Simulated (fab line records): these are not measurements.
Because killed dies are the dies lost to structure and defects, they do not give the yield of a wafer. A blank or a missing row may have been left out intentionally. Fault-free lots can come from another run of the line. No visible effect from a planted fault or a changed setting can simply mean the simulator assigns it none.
Matching of chambers + flow nandHarc + cmp-01 running NHARC_A_BLC_CMP_25: 4 sister chambers
The step polishes, t overpolish 30 s, target thk 150 nm. 18 wafers are shown with their chamber, then 9 later ones without.

== EACH WAFER AND ITS CHAMBER ==
| wafer  | chamber | motorCurrentA (A) | timeToEndpointS (s) | overpolishRunS (s) |
|--------|---------|-------------------|---------------------|--------------------|
| L074.2 | 3       | 13.8              | 29.8                | 30.008             |
| L074.3 | 1       | 11.5              | 30.7                | 30.008             |
| L074.5 | 0       | 12.1              | 29.4                | 29.989             |
| L082.2 | 0       | 11.9              | 28.7                | 30.002             |
| L082.3 | 2       | 15.1              | 30.0                | 29.999             |
| L082.6 | 3       | 13.9              | 28.7                | 30.009             |
| L080.2 | 3       | 13.9              | 29.8                | 29.996             |
| L080.4 | 2       | 14.5              | 32.0                | 29.997             |
| L080.5 | 1       | 11.1              | 30.3                | 30.004             |
| L086.1 | 3       | 13.7              | 29.2                | 29.991             |
| L086.3 | 2       | 14.8              | 31.7                | 30.011             |
| L086.4 | 1       | 11.0              | 26.1                | 29.991             |
| L087.1 | 3       | 13.8              | 33.6                | 29.999             |
| L087.2 | 0       | 12.6              | 30.0                | 29.999             |
| L087.5 | 3       | 15.0              | 32.3                | 30.002             |
| L091.1 | 2       | 14.9              | 34.1                | 30.003             |
| L091.5 | 2       | 14.5              | 34.1                | 29.995             |
| L091.6 | 1       | 11.8              | 32.0                | 30.000             |

SIGNATURES (averages over the wafers above)
| reading         | chamber 0 | chamber 1 | chamber 2 | chamber 3 | scatter within a chamber |
|-----------------|-----------|-----------|-----------|-----------|--------------------------|
| motorCurrentA   | 12.200    | 11.350    | 14.760    | 14.017    | 0.39                     |
| timeToEndpointS | 29.367    | 29.775    | 32.380    | 30.567    | 1.92                     |
| overpolishRunS  | 29.99667  | 30.00075  | 30.00100  | 30.00083  | 0.00684                  |
Rule: for a wafer and a chamber, the distance is found by dividing, reading by reading, the gap between the wafer's reading and the chamber's mean by the reading's scatter, squaring, summing and taking the root. If the next closest chamber is less than 2 further off than the closest, the wafer can't be placed; otherwise it belongs to the closest. How the scatter is found: for the shown wafers, subtract from each reading the mean of its chamber, square and add these, divide the total by (wafers less chambers), then take the root.

== WAFERS MISSING THEIR CHAMBER ==
| wafer  | motorCurrentA (A) | timeToEndpointS (s) | overpolishRunS (s) |
|--------|-------------------|---------------------|--------------------|
| L092.1 | 14.5              | 30.1                | 30.002             |
| L092.5 | 13.7              | 30.1                | 30.016             |
| L092.6 | 11.9              | 30.8                | 30.010             |
| L095.1 | 11.4              | 31.1                | 30.008             |
| L095.3 | 14.7              | 30.7                | 30.014             |
| L095.5 | 11.9              | 27.3                | 29.995             |
| L097.2 | 16.1              | 32.5                | 29.997             |
| L097.3 | 11.8              | 30.4                | 29.994             |
| L097.6 | 13.8              | 31.2                | 30.001             |

== CHAMBER TAKEN BY EACH ==
| wafer  | from the rows above     | in truth |
|--------|-------------------------|----------|
| L092.1 | can't be placed: 3 or 2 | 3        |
| L092.5 | can't be placed: 3 or 2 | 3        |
| L092.6 | can't be placed: 1 or 0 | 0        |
| L095.1 | can't be placed: 1 or 0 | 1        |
| L095.3 | can't be placed: 2 or 3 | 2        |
| L095.5 | can't be placed: 0 or 1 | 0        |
| L097.2 | can't be placed: 2 or 3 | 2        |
| L097.3 | can't be placed: 0 or 1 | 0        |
| L097.6 | can't be placed: 3 or 2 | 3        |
Correctly placed: 0 of 9. Unplaceable from these rows: 9, with the true chamber sitting among the candidates in 9. Wrongly placed: 0.
